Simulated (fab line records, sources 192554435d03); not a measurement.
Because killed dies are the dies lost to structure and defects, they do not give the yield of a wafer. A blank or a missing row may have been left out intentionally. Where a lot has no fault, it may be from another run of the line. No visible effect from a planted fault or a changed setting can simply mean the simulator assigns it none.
Which tool is to blame? / flow n5-finfet / 12 lots, 36 wafers sampled, at 2 steps of a route of 1938

WHAT THE GAUGES READ, wafer by wafer
N5_DUMMY_GATE_INSPECT_27: inspects for defects (brightfield).
lot=L075; measured=day 3 06:59; on=defect-inspect-02; raw-defect-count=323 395 327
lot=L077; measured=day 4 02:43; on=defect-inspect-01; raw-defect-count=295 338 250
lot=L079; measured=day 4 10:35; on=defect-inspect-02; raw-defect-count=334 444 329
lot=L081; measured=day 4 18:23; on=defect-inspect-02; raw-defect-count=419 266 271
lot=L083; measured=day 5 07:37; on=defect-inspect-01; raw-defect-count=515 502 385
lot=L085; measured=day 5 19:31; on=defect-inspect-02; raw-defect-count=251 209 294
lot=L087; measured=day 6 06:28; on=defect-inspect-02; raw-defect-count=272 304 218
lot=L089; measured=day 6 18:43; on=defect-inspect-02; raw-defect-count=313 381 312
lot=L091; measured=day 7 06:19; on=defect-inspect-02; raw-defect-count=244 302 294
lot=L093; measured=day 7 21:16; on=defect-inspect-01; raw-defect-count=442 327 283
lot=L095; measured=day 8 05:39; on=defect-inspect-01; raw-defect-count=357 296 322
lot=L097; measured=day 8 20:51; on=defect-inspect-01; raw-defect-count=431 307 266

WHAT TOOL EACH LOT RAN ON (gives the tool, then ch and the chambers of the sampled wafers, and finally the start)
lot=L075; N5_DUMMY_GATE_ETCH_32=rie-si-02 ch 0,1,3, day 3 06:22
lot=L077; N5_DUMMY_GATE_ETCH_32=rie-si-06 ch 0,2,3, day 4 02:08
lot=L079; N5_DUMMY_GATE_ETCH_32=rie-si-05 ch 0,1,3, day 4 09:59
lot=L081; N5_DUMMY_GATE_ETCH_32=rie-si-05 ch 1,2,3, day 4 17:55
lot=L083; N5_DUMMY_GATE_ETCH_32=rie-si-05 ch 1,2,3, day 5 07:07
lot=L085; N5_DUMMY_GATE_ETCH_32=rie-si-05 ch 2,3, day 5 19:01
lot=L087; N5_DUMMY_GATE_ETCH_32=rie-si-05 ch 2,3, day 6 05:59
lot=L089; N5_DUMMY_GATE_ETCH_32=rie-si-06 ch 0,2,3, day 6 18:13
lot=L091; N5_DUMMY_GATE_ETCH_32=rie-si-02 ch 1,2,3, day 7 05:49
lot=L093; N5_DUMMY_GATE_ETCH_32=rie-si-02 ch 0,1,2, day 7 20:47
lot=L095; N5_DUMMY_GATE_ETCH_32=rie-si-05 ch 0,1, day 8 05:10
lot=L097; N5_DUMMY_GATE_ETCH_32=rie-si-02 ch 1,2,3, day 8 20:22
- N5_DUMMY_GATE_ETCH_32: etches SiO2 in CF4, target depth 3.5 nm, time 3.9 s.

THE ANSWER, worked out from the rows above alone
Rule: the lots themselves supply what counts as usual. The widest of any qualifying gaps counts: lots, ordered by their means at a reading, are off when they make up no more than a third of the lots, leave a main group of 4 or more, and stand apart from it by 3 or more times the standard deviation of that group's means. The tables above print the reading to a certain number of digits; a main group whose means all agree to those digits is not used. A lot without any number at a reading at which 4 lots or more have one is off too. Any other lot the step has rows for is counted as sound.
No lot is off at any reading shown: from this, nothing can be told.

WHAT THE SIMULATOR PUT IN
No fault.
